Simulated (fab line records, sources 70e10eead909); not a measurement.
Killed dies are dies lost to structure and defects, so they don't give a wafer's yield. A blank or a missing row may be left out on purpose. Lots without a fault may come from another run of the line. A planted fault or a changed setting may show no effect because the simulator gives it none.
Which tool did it? | flow nand_harc | 24 lots, 72 wafers sampled, at 5 steps of a route of 1302

WHAT THE GAUGES READ, wafer by wafer
NHARC_A_ONON_D1_THK_MEAS_30: measures by ellipsometry.
lot  | measured     | on            | thk_nm (nm)
L074 | day 7 22:23  | film_metro-01 | 994 992 993
L075 | day 8 22:28  | film_metro-02 | 991 993 994
L076 | day 9 08:05  | film_metro-01 | 999 1001 999
L077 | day 10 07:10 | film_metro-02 | 981 982 981
L078 | day 10 07:09 | film_metro-01 | 990 987 989
L079 | day 10 12:02 | film_metro-02 | 995 997 995
L080 | day 10 11:59 | film_metro-01 | 999 1003 999
L081 | day 11 06:16 | film_metro-01 | 1014 1014 1014
L082 | day 11 14:01 | film_metro-02 | 992 990 991
L083 | day 12 04:32 | film_metro-01 | 997 998 996
L084 | day 12 15:14 | film_metro-01 | 1004 1002 1003
L085 | day 12 23:06 | film_metro-02 | 1014 1016 1015
L086 | day 12 23:05 | film_metro-01 | 988 988 990
L087 | day 13 15:20 | film_metro-01 | 996 996 993
L088 | day 14 15:37 | film_metro-02 | 1011 1012 1011
L089 | day 14 15:36 | film_metro-01 | 1006 1007 1007
L090 | day 15 12:07 | film_metro-02 | 982 981 981
L091 | day 15 18:16 | film_metro-01 | 993 992 992
L092 | day 15 18:16 | film_metro-02 | 1014 1012 1015
L093 | day 16 10:07 | film_metro-01 | 996 997 997
L094 | day 16 09:59 | film_metro-02 | 994 992 992
L095 | day 16 18:38 | film_metro-01 | 993 993 994
L096 | day 17 05:37 | film_metro-01 | 1000 1001 1004
L097 | day 18 03:23 | film_metro-01 | 996 996 998

NHARC_A_CHANNEL_HOLE_D1_CD_MEAS_10: target cd 100 nm.
lot  | measured     | on        | cd_nm (nm)
L074 | day 8 01:46  | cd_sem-02 | 101.6 101.3 100.8
L075 | day 9 06:52  | cd_sem-02 | 99.9 99.6 100.3
L076 | day 9 13:55  | cd_sem-02 | 99.3 98.8 99.8
L077 | day 10 11:22 | cd_sem-01 | 100.0 99.8 100.2
L078 | day 10 10:24 | cd_sem-02 | 99.7 100.1 100.4
L079 | day 10 16:40 | cd_sem-01 | 100.0 100.2 99.0
L080 | day 10 16:04 | cd_sem-02 | 101.4 101.0 100.5
L081 | day 11 12:56 | cd_sem-01 | 101.1 100.8 101.8
L082 | day 11 20:01 | cd_sem-02 | 99.8 99.7 100.3
L083 | day 12 07:40 | cd_sem-01 | 99.5 99.2 99.3
L084 | day 12 20:54 | cd_sem-01 | 99.6 99.6 99.8
L085 | day 13 03:04 | cd_sem-02 | 98.5 99.4 99.5
L086 | day 13 03:47 | cd_sem-03 | 99.0 99.5 99.0
L087 | day 13 18:47 | cd_sem-02 | 99.0 100.2 98.6
L088 | day 15 00:44 | cd_sem-03 | 99.6 100.1 100.7
L089 | day 14 23:31 | cd_sem-03 | 99.6 99.3 98.6
L090 | day 15 15:13 | cd_sem-03 | 100.9 100.2 99.6
L091 | day 15 22:23 | cd_sem-01 | 98.6 99.4 98.9
L092 | day 15 23:05 | cd_sem-01 | 101.8 101.2 101.0
L093 | day 16 16:11 | cd_sem-03 | 101.1 100.2 100.2
L094 | day 16 14:18 | cd_sem-02 | 99.8 99.8 99.2
L095 | day 17 00:16 | cd_sem-03 | 99.8 99.3 99.7
L096 | day 17 08:53 | cd_sem-01 | 100.1 99.6 100.4
L097 | day 18 07:17 | cd_sem-03 | 100.3 99.2 99.1

NHARC_A_CHANNEL_HOLE_D1_CD_MEAS_18.
lot  | measured     | on        | cd_nm (nm)
L074 | day 8 04:00  | cd_sem-01 | 96 95 103
L075 | day 9 08:09  | cd_sem-02 | 94 99 100
L076 | day 9 15:13  | cd_sem-02 | 99 98 96
L077 | day 10 12:39 | cd_sem-01 | 94 101 91
L078 | day 10 11:54 | cd_sem-02 | 98 93 95
L079 | day 10 18:08 | cd_sem-01 | 98 93 100
L080 | day 10 17:25 | cd_sem-02 | 106 103 105
L081 | day 11 14:13 | cd_sem-03 | 96 98 98
L082 | day 11 21:31 | cd_sem-02 | 96 96 99
L083 | day 12 08:58 | cd_sem-03 | 97 100 101
L084 | day 12 22:11 | cd_sem-02 | 101 98 97
L085 | day 13 04:21 | cd_sem-02 | 97 97 95
L086 | day 13 05:05 | cd_sem-03 | 97 101 94
L087 | day 13 20:06 | cd_sem-02 | 95 102 95
L088 | day 15 02:02 | cd_sem-02 | 97 100 99
L089 | day 15 00:49 | cd_sem-02 | 97 102 92
L090 | day 15 16:30 | cd_sem-02 | 97 101 94
L091 | day 15 23:41 | cd_sem-03 | 91 102 101
L092 | day 16 00:22 | cd_sem-03 | 96 100 100
L093 | day 16 17:29 | cd_sem-02 | 103 94 101
L094 | day 16 15:35 | cd_sem-01 | 101 101 103
L095 | day 17 01:33 | cd_sem-02 | 101 99 105
L096 | day 17 10:11 | cd_sem-02 | 104 100 102
L097 | day 18 08:34 | cd_sem-02 | 102 101 96

WHICH TOOL RAN EACH LOT (tool, then ch and the chambers of the sampled wafers, then the start)
lot  | NHARC_P_BONDPAD_PVD_17                  | NHARC_A_CHANNEL_HOLE_D1_DEP_00
L074 | pvd_sputter-03, day 7 22:23 or earlier  | acl_dep-01 ch 0, day 7 22:59
L075 | pvd_sputter-02, day 8 22:28 or earlier  | acl_dep-03 ch 0, day 9 04:33
L076 | pvd_sputter-02, day 9 08:05 or earlier  | acl_dep-02 ch 0, day 9 11:14
L077 | pvd_sputter-03, day 10 07:10 or earlier | acl_dep-01 ch 0, day 10 08:42
L078 | pvd_sputter-03, day 10 07:09 or earlier | acl_dep-03 ch 0, day 10 08:04
L079 | pvd_sputter-01, day 10 12:02 or earlier | acl_dep-02 ch 0, day 10 14:31
L080 | pvd_sputter-01, day 10 11:59 or earlier | acl_dep-03 ch 0, day 10 13:23
L081 | pvd_sputter-01, day 11 06:16 or earlier | acl_dep-01 ch 0, day 11 10:43
L082 | pvd_sputter-01, day 11 14:01 or earlier | acl_dep-03 ch 0, day 11 17:20
L083 | pvd_sputter-02, day 12 04:32 or earlier | acl_dep-01 ch 0, day 12 05:10
L084 | pvd_sputter-01, day 12 15:14 or earlier | acl_dep-02 ch 0, day 12 18:19
L085 | pvd_sputter-01, day 12 23:06 or earlier | acl_dep-03 ch 0, day 13 00:45
L086 | pvd_sputter-02, day 12 23:05 or earlier | acl_dep-01 ch 0, day 13 01:16
L087 | pvd_sputter-01, day 13 15:20 or earlier | acl_dep-02 ch 0, day 13 16:07
L088 | pvd_sputter-03, day 14 15:37 or earlier | acl_dep-02 ch 0, day 14 21:59
L089 | pvd_sputter-03, day 14 15:36 or earlier | acl_dep-01 ch 0, day 14 21:25
L090 | pvd_sputter-03, day 15 12:07 or earlier | acl_dep-01 ch 0, day 15 12:43
L091 | pvd_sputter-01, day 15 18:16 or earlier | acl_dep-02 ch 0, day 15 20:41
L092 | pvd_sputter-02, day 15 18:16 or earlier | acl_dep-01 ch 0, day 15 21:26
L093 | pvd_sputter-03, day 16 10:07 or earlier | acl_dep-02 ch 0, day 16 13:32
L094 | pvd_sputter-02, day 16 09:59 or earlier | acl_dep-02 ch 0, day 16 11:39
L095 | pvd_sputter-03, day 16 18:38 or earlier | acl_dep-02 ch 0, day 16 21:37
L096 | pvd_sputter-02, day 17 05:37 or earlier | acl_dep-01 ch 0, day 17 06:14
L097 | pvd_sputter-02, day 18 03:23 or earlier | acl_dep-02 ch 0, day 18 04:10
- NHARC_P_BONDPAD_PVD_17: deposits TaN, target thk 5 nm, time 8.06 s.
- NHARC_A_CHANNEL_HOLE_D1_DEP_00: deposits aC, target thk 3100 nm.

WHAT THE TOOLS THEMSELVES READ (means of the sampled wafers that have a number; where no wafer has one, the mark that the record gives instead)
NHARC_P_BONDPAD_PVD_17.
lot  | tool           | throttle_valve_pct (%)
L074 | pvd_sputter-03 | 29.6
L075 | pvd_sputter-02 | 30.5
L076 | pvd_sputter-02 | 30.4
L077 | pvd_sputter-03 | 29.4
L078 | pvd_sputter-03 | 29.9
L079 | pvd_sputter-01 | 30.4
L080 | pvd_sputter-01 | 30.7
L081 | pvd_sputter-01 | 29.8
L082 | pvd_sputter-01 | 30.1
L083 | pvd_sputter-02 | 30.4
L084 | pvd_sputter-01 | 30.4
L085 | pvd_sputter-01 | 29.4
L086 | pvd_sputter-02 | 31.2
L087 | pvd_sputter-01 | 31.1
L088 | pvd_sputter-03 | 29.2
L089 | pvd_sputter-03 | 29.6
L090 | pvd_sputter-03 | 29.3
L091 | pvd_sputter-01 | 31.0
L092 | pvd_sputter-02 | 31.3
L093 | pvd_sputter-03 | 30.0
L094 | pvd_sputter-02 | 30.8
L095 | pvd_sputter-03 | 30.1
L096 | pvd_sputter-02 | 29.8
L097 | pvd_sputter-02 | 31.3

NHARC_A_CHANNEL_HOLE_D1_DEP_00.
lot  | tool       | throttle_valve_pct (%)
L074 | acl_dep-01 | 34.997
L075 | acl_dep-03 | 35.006
L076 | acl_dep-02 | 35.002
L077 | acl_dep-01 | 35.001
L078 | acl_dep-03 | 35.009
L079 | acl_dep-02 | 35.003
L080 | acl_dep-03 | 35.010
L081 | acl_dep-01 | 35.002
L082 | acl_dep-03 | 34.994
L083 | acl_dep-01 | 34.998
L084 | acl_dep-02 | 34.997
L085 | acl_dep-03 | 35.000
L086 | acl_dep-01 | 34.995
L087 | acl_dep-02 | 35.000
L088 | acl_dep-02 | 35.006
L089 | acl_dep-01 | 34.997
L090 | acl_dep-01 | 34.998
L091 | acl_dep-02 | 35.006
L092 | acl_dep-01 | 35.000
L093 | acl_dep-02 | 35.002
L094 | acl_dep-02 | 34.998
L095 | acl_dep-02 | 35.001
L096 | acl_dep-01 | 35.002
L097 | acl_dep-02 | 35.003

THE ANSWER, worked out from the rows above alone
Rule: what is usual is taken from the lots themselves. Put in order of their means at a reading, lots are off if they are a third of the lots or fewer, leave a main group of 4 or more, and stand apart from it by a gap of 3 or more times the standard deviation of the main group's means; of several such gaps the widest counts. A main group whose means are all the same, to the digits that the tables above print for the reading, isn't used. A lot without any number at a reading at which 4 lots or more have one is off too. The other lots that the step has rows for count as sound. The gauges are gone through in route order, then the tools' own readings, and for those a lot's mean is taken as printed above. The first step at which some lot is off is used, and at that step the reading that is off furthest; a lot without a number counts as furthest.
No lot is off at any reading shown: from this, nothing can be told.

WHAT THE SIMULATOR HAD PUT IN
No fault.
